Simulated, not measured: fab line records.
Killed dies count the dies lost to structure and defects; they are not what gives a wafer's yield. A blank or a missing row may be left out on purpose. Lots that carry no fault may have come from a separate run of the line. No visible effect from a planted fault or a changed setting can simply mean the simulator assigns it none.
8D (eight disciplines) problem report, filled in by code ; flow n5_finfet ; the parts of the form that need people (team, actions taken, sign-off) are left out

== 1. THE ISSUE ==
Wafers without a fault read 46.5 s, standard deviation 1.1; etch_rf_on_time_s at N5_FIN_SAQP_ETCH_57 reads a mean of 83.6 s on 3 wafers belonging to 3 lots. Relative to the usual mean, that is a shift of +34 standard deviations.
The step: etches SiNx in CH3F/O2, target depth 32.5 nm, time 46.4 s.
The first sign was on wafer L874.5 at day 6 06:09, on rie_diel-05. The record holds 29 wafers of 10 lots with a number at this step. Rule for "out", or "out of limits": more than 4 standard deviations from the usual mean. The rest of the wafers with a number are treated as sound.

== 2. WHAT THIS IS AND IS NOT ==
question;is;is not
which readings at this step;etch_rf_on_time_s;drypump_motor_current_A, oes_f_703_au, oes_o_777_au, rf_vpp_V, showerhead_plenum_p_Torr, throttle_valve_pct
which lots;L874, L878, L879;L857, L859, L863, L865, L866, L869, L871
which wafers of those lots;L874.5, L878.5, L879.5;L874.4, L878.1, L878.4, L879.3, L879.6
read on which tools;rie_diel-05;rie_diel-01, rie_diel-03
when;from day 6 06:09;"up to then (22 sound wafers); but 4 sound wafers of L878, L879 came after"

== 3. SUSPECTS, AND WHAT RULES EACH OUT ==
Counting: any tool at a process step up to the reading remains a suspect provided it ran every lot that is out. Sound lots after the first of them don't rule it out here, since some wafers of a struck lot are sound.
- rie_diel-05 at N5_FIN_SAQP_HM_OPEN_73 (chemistry CHF3/O2, target SiO2, stops on a-Si, target depth 12 nm, time 16.8 s): kept. Every lot that is out went through it, the first being L874 (day 6 04:06); the last sound lot it ran before that was L866 (day 4 06:23).
- rie_diel-05 at N5_FIN_SAQP_ETCH_57 (etches SiNx in CH3F/O2, target depth 32.5 nm, time 46.4 s): kept. Every lot that is out went through it, the first being L874 (day 6 06:09); the last sound lot it ran before that was L871 (day 5 18:10). Its own readings are out on those wafers: etch_rf_on_time_s.
The count leaves rie_diel-05 at N5_FIN_SAQP_ETCH_57 and rie_diel-05 at N5_FIN_SAQP_HM_OPEN_73.

== 4. THE CAUSE (what the simulator had put in) ==
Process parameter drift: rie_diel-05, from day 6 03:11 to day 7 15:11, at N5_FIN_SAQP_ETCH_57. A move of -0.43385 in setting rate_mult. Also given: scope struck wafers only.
Of the 2 suspects that counting leaves, this tool is one.

== 5. THE EFFECT CHAIN, in route order ==
Each row: a reading where the mean over the struck wafers with a number is more than 3 standard deviations away from the usual. Only readings whose record carries a usual standard deviation are examined. hours: median over the lots of the time between each lot's start at the first step of this table that gives one and its start at this step. sigmas: the change, counted in usual standard deviations.
hours;step;reading;usual;on struck wafers;change;sigmas
0;N5_FIN_SAQP_ETCH_57;etch_rf_on_time_s;46.5 s;83.6;+37.1;+34
0;N5_FIN_SAQP_ETCH_57;oes_product_au;0.65 a.u.;0.47;-0.18;-3.1
Its process steps:
- N5_FIN_SAQP_ETCH_57: etches SiNx in CH3F/O2, target depth 32.5 nm, time 46.4 s.

== 6. WHAT WOULD HAVE CAUGHT IT SOONER ==
In this record no reading fell out of limits until day 6 06:09, 3 hours after the fault had begun at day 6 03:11.
